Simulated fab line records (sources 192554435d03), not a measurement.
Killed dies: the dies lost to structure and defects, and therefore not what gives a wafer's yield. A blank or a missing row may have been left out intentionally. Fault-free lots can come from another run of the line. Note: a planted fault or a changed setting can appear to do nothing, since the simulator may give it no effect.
fab line records	flow n5Finfet
[record] lots = 6	wafers = 18	lastDay = 16
route steps=1938 shown BEOL_M4@1050 PASSIVATION@1936
lots untouched by any fault: they come from a run of this same line in which no faults occurred
startH: hours from the record's first day to the start of the lot's first wafer shown	waitH: hours elapsed since this lot's preceding step	" as in the row above	L1.1+2: one row covering several wafers at once	- no value present, or no start provided	* or withheld: withheld	< > ~ a bound
route shown NAME@n: NAME is a module with steps in the file, n the number in the route of the first one	usual: average and standard deviation across the fault-free wafers	same: alike in all rows	chamber/n: place in a boat	sites: the reading at each site	_std_site: the standard deviation of these	_edge_site: inner sites' mean taken away from outer sites' mean	radiusMm: for every site, how far away it sits from the centre of the wafer	mask NAME#n: copy n	behind: the last tool/chamber to shape the wafer	hold: the reason the lot was held/the length of the hold in hours/how it ended	device: the n, p or np transistor that did not switch	end of line: the tests these same wafers got at the end of their route	a step without rows: its recipe alone	killed: not the wafer's yield, but the dies lost to structure and defects at the first sort	map: the dies of a wafer, with x for killed, . for not killed, _ for no die there
set.NAME: the setting that was run; set.NAME@STEP: the one run at that earlier step	model.NAME: the simulator's own value behind a step, which no gauge read
certain route steps with their lots: each step a table, each wafer a row
services: a tool's chamber out of use, with start hour (startH, from the record's first day; less than 0 if before it), hours out, and reason
[[steps]]
[step N5_BEOL_M4_COAT_22]
[recipe] resist = CAR-EUV	spinRpm = 1500	resistThkNm = 30
[step N5_BEOL_M4_EBR_24]
[recipe] solvent = PGMEA	ebrWidthMm = 1.5
[step N5_BEOL_M4_SOFTBAKE_23]
[recipe] tempC = 110	timeS = 60	resist = CAR-EUV
[step N5_BEOL_M4_EXPOSE_25]
[recipe] maskId = V3	na = 0.33	sourceShape = quasar	sigmaInner = 0.2	sigmaOuter = 0.8	polarization = unpolarized	defocusNm = 5	doseMj = 63
[step N5_BEOL_M4_PEB_26]
[recipe] pebTempC = 100	pebTimeS = 60	resist = CAR-EUV
[step N5_BEOL_M4_DEVELOP_27]
[recipe] developTimeS = 30	developer = TMAH	resist = CAR-EUV	rinseLiquid = surfactantRinse	dry = airSpin	devTempC = 23
[step N5_BEOL_M4_CD_MEAS_28]
[recipe] targetCdNm = 26.2	landingEnergyEv = 500	detector = seInlens	targetCdYNm = 24.1	polarity = opening
[usual] cdNm = 26.15/0.21
lot.wafer	tool	chamber	startH	waitH	cdNm
L353.1	cdSem-03	0	163.29	-	26.31
L353.4	"	0	"	"	26.31
L353.5	"	0	"	"	25.97
L354.2	cdSem-03	0	166.33	-	26.39
L354.4	"	0	"	"	26.14
L354.5	"	0	"	"	25.88
L359.1	cdSem-03	0	211.87	-	26.20
L359.4	"	0	"	"	26.65
L359.5	"	0	"	"	26.38
L360.2	cdSem-02	0	215.45	-	26.00
L360.3	"	0	"	"	26.36
L360.6	"	0	"	"	25.98
L366.1	cdSem-02	0	248.03	-	26.30
L366.3	"	0	"	"	26.01
L366.4	"	0	"	"	25.97
L372.3	cdSem-02	0	281.75	-	26.11
L372.5	"	0	"	"	26.33
L372.6	"	0	"	"	26.36
[step N5_BEOL_M4_OVL_MEAS_29]
[recipe] pointsPerWafer = 522
[usual] V3_OVL = -0.1/0.55
lot.wafer	tool	chamber	startH	waitH	V3_OVL[nm]
L353.1	overlay-02	0	163.32	0.0	-2.6
L353.4	"	0	"	"	-1.0
L353.5	"	0	"	"	-1.5
L354.2	overlay-01	0	166.36	0.0	0.3
L354.4	"	0	"	"	-0.6
L354.5	"	0	"	"	-0.6
L359.1	overlay-01	0	211.90	0.0	-1.1
L359.4	"	0	"	"	-0.5
L359.5	"	0	"	"	-0.7
L360.2	overlay-02	0	215.49	0.0	0.0
L360.3	"	0	"	"	0.0
L360.6	"	0	"	"	0.0
L366.1	overlay-01	0	248.06	0.0	0.8
L366.3	"	0	"	"	0.1
L366.4	"	0	"	"	-0.5
L372.3	overlay-01	0	281.79	0.0	0.0
L372.5	"	0	"	"	-0.3
L372.6	"	0	"	"	-0.1
[step N5_BEOL_M4_INSPECT_30]
[recipe] mode = adi	inspectInstrument = brightfield
[usual] rawDefectCount = 452/110
lot.wafer	tool	chamber	startH	waitH	rawDefectCount
L353.1	defectInspect-01	-	163.38	0.1	680
L353.4	"	-	"	"	361
L353.5	"	-	"	"	395
L354.2	defectInspect-01	-	166.41	0.0	348
L354.4	"	-	"	"	431
L354.5	"	-	"	"	451
L359.1	defectInspect-01	-	211.96	0.1	270
L359.4	"	-	"	"	388
L359.5	"	-	"	"	519
L360.2	defectInspect-02	-	215.54	0.0	378
L360.3	"	-	"	"	365
L360.6	"	-	"	"	460
L366.1	defectInspect-01	-	248.11	0.1	474
L366.3	"	-	"	"	430
L366.4	"	-	"	"	392
L372.3	defectInspect-02	-	281.84	0.0	312
L372.5	"	-	"	"	484
L372.6	"	-	"	"	322
[step N5_BEOL_M4_DESCUM_33]
[recipe] chemistry = O2	timeS = 7	sourcePowerW = 50	biasPowerW = 20	pressureMtorr = 20	rfFrequencyHz = 2.712e+07	tempC = 40	resist = CAR-EUV	o2FlowSccm = 225
[usual] biasPowerW = 20.00/0.058	drypumpMotorCurrentA = 5.62/0.28	oesProductAu = 0.78/0.083	rfVppV = 242.6/1.1	showerheadPlenumPTorr = 2.04/0.055	throttleValvePct = 20.44/0.23
lot.wafer	tool	chamber	startH	waitH	biasPowerW	drypumpMotorCurrentA	oesProductAu	rfHoursCounterH	rfVppV	showerheadPlenumPTorr	throttleValvePct
L353.1	rieDiel-02	2	163.41	0.0	20.03	5.68	0.70	209	243.3	2.05	20.55
L353.4	"	1	"	"	19.95	5.20	0.75	126	243.8	2.01	20.90
L353.5	"	2	"	"	20.03	5.71	0.70	-	242.9	2.05	20.56
L354.2	rieDiel-02	0	166.83	0.4	20.03	5.68	0.71	208	241.4	1.96	20.46
L354.4	"	1	"	"	19.95	5.18	0.76	127	242.3	2.01	20.90
L354.5	"	2	"	"	20.03	5.67	0.70	-	243.8	2.05	20.55
L359.1	rieDiel-06	3	211.99	0.0	20.03	5.93	0.68	225	242.1	1.98	20.67
L359.4	"	0	"	"	20.02	6.01	0.84	45	242.0	2.03	20.18
L359.5	"	3	"	"	19.98	5.93	0.68	-	238.8	1.98	20.66
L360.2	rieDiel-06	0	215.76	0.2	19.95	6.02	0.85	46	242.0	2.03	20.19
L360.3	"	1	"	"	19.93	5.39	0.87	45	242.9	2.13	20.34
L360.6	"	3	"	"	19.95	5.93	0.68	-	242.1	1.98	20.66
L366.1	rieDiel-06	1	248.31	0.2	20.04	5.40	0.84	58	242.5	2.12	20.34
L366.3	"	2	"	"	20.03	5.54	0.82	94	244.1	2.10	20.36
L366.4	"	3	"	"	20.00	5.91	0.67	238	241.3	1.98	20.69
L372.3	rieDiel-03	0	281.96	0.1	20.00	5.07	0.90	17	243.7	2.14	19.99
L372.5	"	1	"	"	19.97	5.22	0.76	-	242.8	2.03	20.55
L372.6	"	2	"	"	19.87	5.70	0.85	-	243.3	2.10	20.21
[step N5_BEOL_M4_ETCH_77]
[recipe] chemistry = N2/H2	target = underlayer	targetDepthA = 65	maskMaterial = CAR-EUV	timeS = 5.2	ionEnergyEv = 200	pressureMtorr = 30	sourceW = 840	biasW = 150	n2FlowSccm = 200	h2FlowSccm = 200	ends = cleared
[usual] drypumpMotorCurrentA = 5.62/0.28	etchRfOnTimeS = 5.27/0.18	oesProductAu = 0.67/0.072	rfVppV = 522.3/2.3	showerheadPlenumPTorr = 2.50/0.066	throttleValvePct = 18.0/0.31
lot.wafer	tool	chamber	startH	waitH	drypumpMotorCurrentA	etchRfOnTimeS	oesProductAu	rfHoursCounterH	rfVppV	showerheadPlenumPTorr	throttleValvePct
L353.1	rieDiel-02	2	163.44	0.0	5.69	5.14	0.60	209	521.8	2.51	18.2
L353.4	"	1	"	"	5.22	5.29	0.65	126	523.0	2.45	18.3
L353.5	"	2	"	"	5.67	5.14	0.61	-	522.4	2.51	18.1
L354.2	rieDiel-02	0	166.87	0.0	5.66	5.43	0.60	208	521.0	2.45	18.4
L354.4	"	1	"	"	5.21	5.24	0.64	127	519.6	2.46	18.3
L354.5	"	2	"	"	5.73	5.14	0.60	-	522.0	2.51	18.1
L359.1	rieDiel-06	3	212.02	0.0	5.94	5.29	0.58	225	521.4	2.40	18.0
L359.4	"	0	"	"	6.03	5.48	0.71	45	521.4	2.47	17.6
L359.5	"	3	"	"	5.92	5.28	0.58	-	521.1	2.40	18.0
L360.2	rieDiel-06	0	215.79	0.0	6.05	5.51	0.72	46	521.9	2.47	17.6
L360.3	"	1	"	"	5.42	5.14	0.75	45	525.5	2.59	17.7
L360.6	"	3	"	"	5.93	5.30	0.59	-	518.7	2.40	18.0
L366.1	rieDiel-06	1	248.35	0.0	5.41	5.09	0.74	58	527.8	2.59	17.7
L366.3	"	2	"	"	5.56	5.02	0.72	94	523.0	2.58	18.1
L366.4	"	3	"	"	5.94	5.27	0.58	238	516.9	2.40	18.0
L372.3	rieDiel-03	0	281.99	0.0	5.10	5.05	0.77	17	524.8	2.61	17.4
L372.5	"	1	"	"	5.23	5.30	0.65	-	518.1	2.40	17.6
L372.6	"	2	"	"	5.71	5.36	0.71	-	526.5	2.55	17.5
[step N5_BEOL_M4_ETCH_69]
[recipe] chemistry = CF4	target = SiARC	targetDepthA = 156	maskMaterial = CAR-EUV	timeS = 26	ionEnergyEv = 80	pressureMtorr = 40	sourceW = 545	biasW = 36	Ar_flow_sccm = 100	cf4FlowSccm = 100	ends = cleared
[usual] drypumpMotorCurrentA = 5.61/0.27	etchRfOnTimeS = 26.3/0.8	oesProductAu = 0.67/0.071	rfVppV = 183.5/1	showerheadPlenumPTorr = 2.10/0.053	throttleValvePct = 15.65/0.24
lot.wafer	tool	chamber	startH	waitH	drypumpMotorCurrentA	etchRfOnTimeS	oesProductAu	rfHoursCounterH	rfVppV	showerheadPlenumPTorr	throttleValvePct
L353.1	rieDiel-02	2	163.46	0.0	5.69	25.8	0.61	209	183.6	2.11	15.83
L353.4	"	1	"	"	5.22	26.2	0.65	126	183.7	2.08	16.04
L353.5	"	2	"	"	5.67	25.8	0.61	-	183.9	2.11	15.83
L354.2	rieDiel-02	0	166.88	0.0	5.70	26.8	0.62	208	181.9	2.04	15.88
L354.4	"	1	"	"	5.21	26.1	0.65	127	182.0	2.08	16.04
L354.5	"	2	"	"	5.67	25.7	0.61	-	185.1	2.11	15.84
L359.1	rieDiel-06	3	212.04	0.0	5.93	26.0	0.59	225	182.5	2.03	15.90
L359.4	"	0	"	"	6.04	27.5	0.72	45	183.6	2.08	15.34
L359.5	"	3	"	"	5.92	26.5	0.59	-	183.3	2.03	15.90
L360.2	rieDiel-06	0	215.81	0.0	5.97	27.0	0.72	47	183.5	2.08	15.35
L360.3	"	1	"	"	5.41	25.4	0.76	45	184.3	2.17	15.46
L360.6	"	3	"	"	5.94	26.1	0.59	-	183.1	2.03	15.90
L366.1	rieDiel-06	1	248.36	0.0	5.40	25.7	0.74	58	184.9	2.17	15.50
L366.3	"	2	"	"	5.55	25.5	0.71	94	184.9	2.17	15.57
L366.4	"	3	"	"	5.93	26.5	0.58	238	182.9	2.03	15.94
L372.3	rieDiel-03	0	282.01	0.0	5.08	25.5	0.78	17	184.1	2.19	15.18
L372.5	"	1	"	"	5.21	26.8	0.65	-	181.8	2.05	15.58
L372.6	"	2	"	"	5.69	27.2	0.70	-	185.0	2.17	15.50
[step N5_BEOL_M4_ALD_98]
[recipe] material = SiO2	targetThkA = 25	tempC = 100	aldPrecursorFamily = BDEAS	aldCoReactant = O2-plasma	pulseTimeS = 1	coReactantPulseTimeS = 1	purgeTimeS = 2	coReactantPurgeTimeS = 2	aldCycles = 17	pressureTorr = 2
[usual] aldCycles = 17/0	heaterPowerW = 78/9.4	precursorPulseHeightRel = 1.001/0.021
lot.wafer	tool	chamber	startH	waitH	aldCycles	heaterPowerW	precursorPulseHeightRel	model.SiO2_of_BEOL_M4_ALD_98.thkNm
L353.1	aldSin-04	0	163.95	0.5	17	75	0.984	2.4
L353.4	"	3	"	"	17	74	0.979	2.6
L353.5	"	1	"	"	17	75	0.980	2.6
L354.2	aldSin-02	0	166.97	0.1	17	82	1.003	2.6
L354.4	"	2	"	"	17	80	0.969	2.4
L354.5	"	3	"	"	17	104	0.988	2.4
L359.1	aldSin-04	3	212.12	0.1	22	73	0.979	3.2
L359.4	"	2	"	"	22	81	0.985	3.2
L359.5	"	1	"	"	17	77	0.983	2.4
L360.2	aldSin-04	2	215.89	0.1	17	80	1.043	2.6
L360.3	"	3	"	"	17	74	0.975	2.4
L360.6	"	2	"	"	22	78	0.964	3.2
L366.1	aldSin-02	0	248.58	0.2	17	83	1.031	2.6
L366.3	"	1	"	"	17	69	1.008	2.6
L366.4	"	3	"	"	17	104	0.983	2.6
L372.3	aldSin-01	3	282.25	0.2	17	70	0.995	2.4
L372.5	"	1	"	"	17	73	0.984	2.4
L372.6	"	0	"	"	17	63	1.001	2.4
[step N5_BEOL_M4_ETCHBACK_99]
[recipe] chemistry = CHF3	target = SiO2	targetDepthA = 50	timeS = 10.4	sourceW = 215	biasW = 47	Ar_flow_sccm = 200	CHF3_flow_sccm = 12	ionEnergyEv = 100	pressureMtorr = 30
[usual] drypumpMotorCurrentA = 5.60/0.3	oesProductAu = 0.79/0.076	rfVppV = 241/7.1	showerheadPlenumPTorr = 2.12/0.062	throttleValvePct = 17.02/0.24
lot.wafer	tool	chamber	startH	waitH	drypumpMotorCurrentA	oesProductAu	rfHoursCounterH	rfVppV	showerheadPlenumPTorr	throttleValvePct
L353.1	rieDiel-03	1	178.67	14.7	5.20	0.80	111	245	2.06	16.87
L353.4	"	0	"	"	5.10	0.70	237	246	2.22	17.05
L353.5	"	3	"	"	5.91	0.73	-	236	2.13	16.92
L354.2	rieDiel-02	0	178.75	11.7	5.66	0.71	213	227	2.03	17.23
L354.4	"	1	"	"	5.20	0.75	132	249	2.10	17.63
L354.5	"	2	"	"	5.71	0.71	-	236	2.10	17.17
L359.1	rieDiel-03	1	212.77	0.6	5.22	0.79	127	247	2.05	16.88
L359.4	"	3	"	"	5.87	0.72	-	235	2.12	16.96
L359.5	"	1	"	"	5.23	0.78	-	248	2.05	16.89
L360.2	rieDiel-03	1	217.29	1.4	5.23	0.78	129	246	2.05	16.89
L360.3	"	3	"	"	5.93	0.71	181	235	2.12	16.97
L360.6	"	3	"	"	5.91	0.72	-	235	2.12	16.96
L366.1	rieDiel-06	0	253.52	4.9	6.00	0.83	61	242	2.07	16.74
L366.3	"	1	"	"	5.40	0.85	59	239	2.19	16.98
L366.4	"	2	"	"	5.52	0.83	-	233	2.18	17.03
L372.3	rieDiel-06	2	286.88	4.6	5.54	0.82	106	234	2.17	17.05
L372.5	"	0	"	"	6.00	0.82	-	240	2.06	16.76
L372.6	"	1	"	"	5.43	0.83	-	240	2.18	17.02
[step N5_BEOL_M4_RC_MEAS_101]
[usual] DIBL_N = 35.9/2.5	DIBL_P = 36.0/3	IOFF_N = 0.16/0.047	IOFF_P = 0.21/0.047	ION_N = 671/14	ION_P = 460/8.8	SS_N = 71.5/0.73	SS_P = 73.2/0.91	VT_N = 250/4.3	VT_P = -251/3.6
lot.wafer	tool	chamber	startH	waitH	DIBL_N[mV/V]	DIBL_P[mV/V]	IOFF_N[nA/um]	IOFF_P[nA/um]	ION_N[uA/um]	ION_P[uA/um]	SS_N[mV/dec]	SS_P[mV/dec]	VT_N[mV]	VT_P[mV]
L353.1	prober-02	0	182.78	0.0	39.2	40.9	0.29	0.31	712	481	72.3	74.6	235	-243
L353.4	"	0	"	"	35.0	35.5	0.15	0.20	667	461	71.3	73.6	251	-253
L353.5	"	0	"	"	39.8	41.4	0.26	0.31	691	473	72.5	74.5	242	-246
L354.2	prober-01	0	183.47	0.5	33.7	34.0	0.13	0.18	676	462	70.7	71.9	252	-252
L354.4	"	0	"	"	37.9	37.7	0.20	0.23	678	463	71.5	73.2	246	-249
L354.5	"	0	"	"	35.3	35.1	0.14	0.18	662	450	70.8	72.2	251	-254
L359.1	prober-01	0	216.97	0.0	36.4	34.5	0.14	0.18	661	457	71.6	73.4	252	-253
L359.4	"	0	"	"	33.5	29.9	0.10	0.13	659	446	70.9	72.2	253	-257
L359.5	"	0	"	"	39.3	37.3	0.18	0.22	674	456	72.7	73.9	251	-253
L360.2	prober-01	0	222.33	0.2	42.7	43.2	0.29	0.33	701	468	73.1	74.5	241	-243
L360.3	"	0	"	"	33.9	32.0	0.11	0.14	650	440	70.7	71.8	255	-255
L360.6	"	0	"	"	37.2	37.0	0.15	0.21	660	454	71.9	73.2	251	-249
L366.1	prober-01	0	257.92	0.0	34.8	34.3	0.13	0.20	668	463	71.3	72.6	249	-248
L366.3	"	0	"	"	31.1	30.5	0.09	0.15	660	465	70.5	71.7	255	-254
L366.4	"	0	"	"	36.8	36.6	0.16	0.23	678	473	72.0	72.9	249	-249
L372.3	prober-01	0	291.67	0.3	37.1	38.3	0.19	0.26	674	463	72.3	73.9	248	-246
L372.5	"	0	"	"	34.0	33.3	0.13	0.19	666	459	70.3	72.6	252	-252
L372.6	"	0	"	"	35.0	34.8	0.14	0.20	671	466	71.8	72.5	253	-250
[step N5_PASSIVATION_PROBE_49]
[usual] defectLimitedYield = 91.4/1.4	killed_at_M0_to_M3 = 34/8.9	killed_at_M4_up = 13/4.6	killedAtContacts = 12/5.5	killedAtFrontEnd = 41/11	killedAtOther = 3.1/2.9	killedDies = 102/16	killedOpen = 66/11	killedShort = 34/7.6	sort_bin_4_leakage = 0.01/0.14	sort_bin_5_function = 5.1/0.89	sort_bin_6_memory = 3.2/0.61	sortNPass = 1078/16	sortYieldPct = 91.3/1.4
[same] grossDies = 1180	killedAtBackSide = 0	sort_bin_8_speed[%] = 0
lot.wafer	tool	chamber	startH	waitH	defectLimitedYield[%]	killed_at_M0_to_M3	killed_at_M4_up	killedAtContacts	killedAtFrontEnd	killedAtOther	killedDies	killedOpen	killedShort	sort_bin_4_leakage[%]	sort_bin_5_function[%]	sort_bin_6_memory[%]	sortNPass	sortYieldPct[%]
L359.1	prober-01	-	314.11	0.0	89.7	45	21	16	35	5	122	79	42	0	6.4	3.5	1058	89.7
L359.4	prober-01	-	314.26	0.2	88.2	31	11	28	63	6	139	96	35	0	7.4	3.6	1041	88.2
L359.5	prober-01	-	314.31	0.2	90.2	37	9	24	44	2	116	82	33	0	6.0	3.3	1064	90.2
L360.2	prober-02	-	332.74	0.1	90.7	44	14	5	39	8	110	79	30	0.25	5.8	3.4	1067	90.4
L360.3	prober-02	-	332.79	0.1	90.7	34	10	14	49	3	110	72	37	0	5.8	3.4	1070	90.7
L360.6	prober-02	-	332.94	0.3	91.0	41	10	6	41	8	106	69	37	0	6.3	2.5	1074	91.0
L366.4	prober-02	-	358.23	0.2	91.6	27	13	10	47	2	99	73	26	0	5.3	3.1	1081	91.6
L372.3	prober-02	-	392.02	0.1	92.2	42	9	7	32	2	92	50	42	0	4.2	3.2	1088	92.2
L372.5	prober-02	-	392.12	0.2	93.9	25	6	10	27	4	72	45	27	0	3.5	2.3	1108	93.9
L372.6	prober-02	-	392.17	0.3	93.1	36	14	15	17	0	82	56	25	0	3.9	2.5	1098	93.1
// killed by level:class
L359.1 MOL_CONTACT_COAG:geometricParticle:open=15 BEOL_M2:geometricParticle:open=11 BEOL_M3:geometricParticle:open=9 BEOL_M0_SAQP:geometricParticle:short=8 STI_FIN_REVEAL:geometricParticle:open=7 BEOL_M0_SAQP:geometricParticle:open=7 STI_FIN_REVEAL:geometricParticle:short=5 BEOL_M4:geometricParticle:open=4
L359.4 MOL_CONTACT_COAG:geometricParticle:open=19 DUMMY_GATE:geometricParticle:open=14 STI_FIN_REVEAL:geometricParticle:open=12 BEOL_M3:geometricParticle:open=10 FIN_SAQP:geometricParticle:open=9 MOL_CONTACT_COAG:geometricParticle:short=9 FIN_SAQP:geometricParticle:short=7 BEOL_M2:geometricParticle:open=7
L359.5 MOL_CONTACT_COAG:geometricParticle:open=19 STI_FIN_REVEAL:geometricParticle:open=12 BEOL_M1:geometricParticle:open=11 BEOL_M3:geometricParticle:open=9 FIN_SAQP:geometricParticle:short=6 DUMMY_GATE:geometricParticle:open=6 GATE_CUT:geometricParticle:short=5 MOL_CONTACT_COAG:geometricParticle:short=5
L360.2 BEOL_M3:geometricParticle:open=15 FIN_SAQP:geometricParticle:open=13 STI_FIN_REVEAL:geometricParticle:open=9 BEOL_M3:geometricParticle:short=8 BEOL_M1:geometricParticle:open=6 BEOL_M4:geometricParticle:open=6 BEOL_M0_SAQP:geometricParticle:short=5 BEOL_M2:geometricParticle:open=5
L360.3 FIN_SAQP:geometricParticle:open=17 MOL_CONTACT_COAG:geometricParticle:open=10 FIN_SAQP:geometricParticle:short=9 STI_FIN_REVEAL:geometricParticle:open=9 BEOL_M1:geometricParticle:open=9 BEOL_M3:geometricParticle:open=8 BEOL_M0_SAQP:geometricParticle:open=6 BEOL_M4:geometricParticle:open=5
L360.6 STI_FIN_REVEAL:geometricParticle:open=13 BEOL_M3:geometricParticle:open=10 BEOL_M0_SAQP:geometricParticle:short=8 BEOL_M1:geometricParticle:open=7 BEOL_M4:geometricParticle:open=6 FIN_SAQP:geometricParticle:open=5 MOL_CONTACT_COAG:geometricParticle:open=5 BEOL_M0_SAQP:geometricParticle:open=5
L366.4 DUMMY_GATE:geometricParticle:open=15 BEOL_M0_SAQP:geometricParticle:open=10 STI_FIN_REVEAL:geometricParticle:open=8 MOL_CONTACT_COAG:geometricParticle:open=8 GATE_CUT:geometricParticle:short=7 BEOL_M0_SAQP:geometricParticle:short=6 FIN_SAQP:geometricParticle:short=5 BEOL_M3:geometricParticle:open=5
L372.3 BEOL_M0_SAQP:geometricParticle:open=15 BEOL_M0_SAQP:geometricParticle:short=11 FIN_SAQP:geometricParticle:open=5 GATE_CUT:geometricParticle:short=5 MOL_CONTACT_COAG:geometricParticle:open=5 BEOL_M1:geometricParticle:open=5 FIN_SAQP:geometricParticle:short=4 FIN_CUT:geometricParticle:short=4
L372.5 STI_FIN_REVEAL:geometricParticle:open=6 MOL_CONTACT_COAG:geometricParticle:open=6 BEOL_M0_SAQP:geometricParticle:short=6 BEOL_M0_SAQP:geometricParticle:open=5 BEOL_M3:geometricParticle:open=5 MOL_CONTACT_COAG:geometricParticle:short=4 STI_FIN_REVEAL:geometricParticle:short=3 GATE_CUT:geometricParticle:open=3
L372.6 MOL_CONTACT_COAG:geometricParticle:open=11 BEOL_M0_SAQP:geometricParticle:open=10 BEOL_M0_SAQP:geometricParticle:short=9 BEOL_M2:geometricParticle:open=7 BEOL_M1:geometricParticle:open=5 FIN_SAQP:geometricParticle:short=4 MOL_CONTACT_COAG:geometricParticle:short=4 BEOL_M4:geometricParticle:open=4
[[services]]
tool	chamber	startH	hours	kind
rieDiel-06	3	143.16	8.3	repair
aldSin-02	3	155.95	8.6	repair
aldSin-02	3	167.12	5.0	repair
rieDiel-06	-	174.34	14.6	pm
rieDiel-02	-	198.01	0.6	repair
rieDiel-02	1	204.08	6.8	repair
aldSin-01	-	222.70	1.0	repair
rieDiel-02	-	223.96	2.3	repair
aldSin-02	3	225.72	5.2	repair
rieDiel-03	2	228.06	8.4	repair
rieDiel-06	2	235.93	8.0	repair
aldSin-01	-	240.32	6.0	pm
rieDiel-02	0	246.25	4.4	repair
aldSin-01	3	247.66	6.7	repair
rieDiel-06	3	253.06	2.6	repair
aldSin-01	-	268.25	14.0	pm
rieDiel-02	2	277.61	-	clean
rieDiel-02	2	277.61	-	consumableReplace:focusRing
rieDiel-02	2	277.61	20.2	scheduledDown
rieDiel-06	3	286.58	-	clean
rieDiel-06	3	286.58	-	consumableReplace:focusRing
rieDiel-06	3	286.58	-	consumableReplace:showerhead
rieDiel-06	3	286.58	22.1	scheduledDown
rieDiel-06	3	286.58	22.1	ventCycle
[[key]]
[firstSign] step = N5_BEOL_M4_ALD_98	reading = aldCycles	direction = up	sigmas = 99+	usual = *	struck = *
effect none on later readings
[modelEffect] step = N5_BEOL_M4_ALD_98	value = SiO2_of_BEOL_M4_ALD_98.thkNm	without = 2.533	struck = 3.2
metAt N5_BEOL_M4_ALD_98
struckWafers L359.1,L359.4,L360.6
onsetBetween 163.95 212.12
[fault] kind = processParameterDrift	tool = aldSin-04	chamber = -	onsetH = 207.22	steps = N5_BEOL_M4_ALD_98	channel = aldCycles	offset = *	shape = step	endH = 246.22	scope = struckWafersOnly	actsIn = *	stated = *
